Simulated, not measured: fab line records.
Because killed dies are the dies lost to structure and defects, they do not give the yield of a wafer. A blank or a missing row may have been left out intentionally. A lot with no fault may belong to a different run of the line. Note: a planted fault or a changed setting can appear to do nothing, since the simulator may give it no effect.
Matching of chambers | flow n5_finfet | 4 sister chambers for N5_SDB_DESCUM_16 on rie_diel-04
The step chemistry O2, time 7.9 s. 16 wafers are shown with their chamber, then 8 later ones without.

## WAFERS, EACH WITH ITS CHAMBER
wafer  | chamber | throttle_valve_pct (%) | drypump_motor_current_A (A) | oes_product_au (a.u.)
L078.1 | 1       | 19.94                  | 6.0                         | 0.90
L078.4 | 2       | 20.56                  | 6.0                         | 0.85
L078.5 | 3       | 20.38                  | 5.6                         | 0.69
L080.3 | 1       | 19.92                  | 6.0                         | 0.90
L080.4 | 0       | 20.31                  | 5.4                         | 0.92
L080.5 | 3       | 20.38                  | 5.6                         | 0.70
L085.3 | 0       | 20.33                  | 5.4                         | 0.90
L085.5 | 3       | 20.41                  | 5.6                         | 0.69
L085.6 | 0       | 20.32                  | 5.4                         | 0.90
L087.1 | 1       | 19.95                  | 6.0                         | 0.87
L087.2 | 0       | 20.32                  | 5.5                         | 0.89
L087.3 | 2       | 20.59                  | 5.9                         | 0.81
L092.2 | 2       | 20.61                  | 5.9                         | 0.81
L092.4 | 0       | 20.34                  | 5.4                         | 0.88
L092.5 | 1       | 19.97                  | 6.0                         | 0.86
L094.1 | 2       | 20.63                  | 5.9                         | 0.81

SIGNATURES (means of the wafers above)
reading                 | chamber 0 | chamber 1 | chamber 2 | chamber 3 | scatter within a chamber
throttle_valve_pct      | 20.3240   | 19.9450   | 20.5975   | 20.3900   | 0.0206
drypump_motor_current_A | 5.420     | 6.000     | 5.925     | 5.600     | 0.0359
oes_product_au          | 0.8980    | 0.8825    | 0.8200    | 0.6933    | 0.0169
Rule: a wafer's distance from a chamber is the root of the sum, over the readings, of the square of ((its reading less the chamber's mean) divided by the reading's scatter). The wafer belongs to the nearest chamber; if the next one is less than 2 further off, it can't be placed. The scatter is the square root of a quotient: the sum, over the shown wafers, of each reading's squared deviation from its chamber's mean, divided by wafers minus chambers.

## WAFERS WHOSE CHAMBER IS MISSING
wafer  | throttle_valve_pct (%) | drypump_motor_current_A (A) | oes_product_au (a.u.)
L094.3 | 20.36                  | 5.4                         | 0.87
L094.4 | 19.98                  | 6.0                         | 0.85
L095.2 | 19.97                  | 6.0                         | 0.85
L095.4 | 20.03                  | 5.6                         | 0.95
L095.5 | 19.97                  | 6.0                         | 0.84
L096.1 | 20.34                  | 5.4                         | 0.87
L096.3 | 20.64                  | 5.9                         | 0.80
L096.6 | 20.36                  | 5.4                         | 0.86

## CHAMBER TAKEN BY EACH
wafer  | from the rows above | in truth
L094.3 | 0                   | 0
L094.4 | 1                   | 1
L095.2 | 1                   | 1
L095.4 | 1                   | 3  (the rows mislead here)
L095.5 | 1                   | 1
L096.1 | 0                   | 0
L096.3 | 2                   | 2
L096.6 | 0                   | 0
Placed correctly: 7 of 8. Can't be placed from these rows: 0. 1 placed wrongly.
